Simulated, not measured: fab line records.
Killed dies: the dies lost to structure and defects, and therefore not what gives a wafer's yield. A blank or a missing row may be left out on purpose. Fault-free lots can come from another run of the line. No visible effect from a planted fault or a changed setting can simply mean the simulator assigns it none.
Chamber matching || flow n5 finfet || pecvd-04 running N5_BEOL_M9_ILD_DEP_00: 3 sister chambers
The step deposits SiCOH lowk from DEMS/porogen, target thk 308.51 nm, time 58 s. 6 wafers are shown with their chamber, then 8 later ones without.

WAFERS WITH THEIR CHAMBER
{"wafer": "L083.5", "chamber": 1, "showerhead vpp V (V)": 1476, "showerhead plenum p Torr (Torr)": 5.713}
{"wafer": "L083.6", "chamber": 2, "showerhead vpp V (V)": 1390, "showerhead plenum p Torr (Torr)": 5.734}
{"wafer": "L085.2", "chamber": 2, "showerhead vpp V (V)": 1393, "showerhead plenum p Torr (Torr)": 5.718}
{"wafer": "L085.3", "chamber": 0, "showerhead vpp V (V)": 1356, "showerhead plenum p Torr (Torr)": 5.757}
{"wafer": "L085.6", "chamber": 1, "showerhead vpp V (V)": 1453, "showerhead plenum p Torr (Torr)": 5.714}
{"wafer": "L092.4", "chamber": 0, "showerhead vpp V (V)": 1339, "showerhead plenum p Torr (Torr)": 5.763}

WAFERS MISSING THEIR CHAMBER
{"wafer": "L092.5", "showerhead vpp V (V)": 1315, "showerhead plenum p Torr (Torr)": 5.777}
{"wafer": "L092.6", "showerhead vpp V (V)": 1417, "showerhead plenum p Torr (Torr)": 5.729}
{"wafer": "L095.2", "showerhead vpp V (V)": 1420, "showerhead plenum p Torr (Torr)": 5.717}
{"wafer": "L095.4", "showerhead vpp V (V)": 1322, "showerhead plenum p Torr (Torr)": 5.769}
{"wafer": "L095.6", "showerhead vpp V (V)": 1335, "showerhead plenum p Torr (Torr)": 5.766}
{"wafer": "L097.1", "showerhead vpp V (V)": 1479, "showerhead plenum p Torr (Torr)": 5.706}
{"wafer": "L097.2", "showerhead vpp V (V)": 1377, "showerhead plenum p Torr (Torr)": 5.732}
{"wafer": "L097.5", "showerhead vpp V (V)": 1341, "showerhead plenum p Torr (Torr)": 5.755}

WHICH CHAMBER EACH WENT THROUGH
{"wafer": "L092.5", "from the rows above": 0, "in truth": 0}
{"wafer": "L092.6", "from the rows above": 2, "in truth": 2}
{"wafer": "L095.2", "from the rows above": "can't be placed: 2 or 1", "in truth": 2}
{"wafer": "L095.4", "from the rows above": 0, "in truth": 0}
{"wafer": "L095.6", "from the rows above": 0, "in truth": 0}
{"wafer": "L097.1", "from the rows above": 1, "in truth": 1}
{"wafer": "L097.2", "from the rows above": 2, "in truth": 2}
{"wafer": "L097.5", "from the rows above": 0, "in truth": 0}
7 of 8 placed correctly. From these rows, 1 cannot be placed; in 1 the true chamber is one of the candidates. Placed wrongly: 0.
How it was worked out, from the rows above alone: a wafer's distance from a chamber is the root of the sum, over the readings, of the square of ((its reading less the chamber's mean) divided by the reading's scatter). If the next closest chamber is less than 2 further off than the closest, the wafer can't be placed; otherwise it belongs to the closest. Each chamber's mean is taken over the wafers shown for it. The scatter: the root of (the sum of the squares of (reading less its chamber's mean) over the shown wafers, divided by (wafers less chambers)).
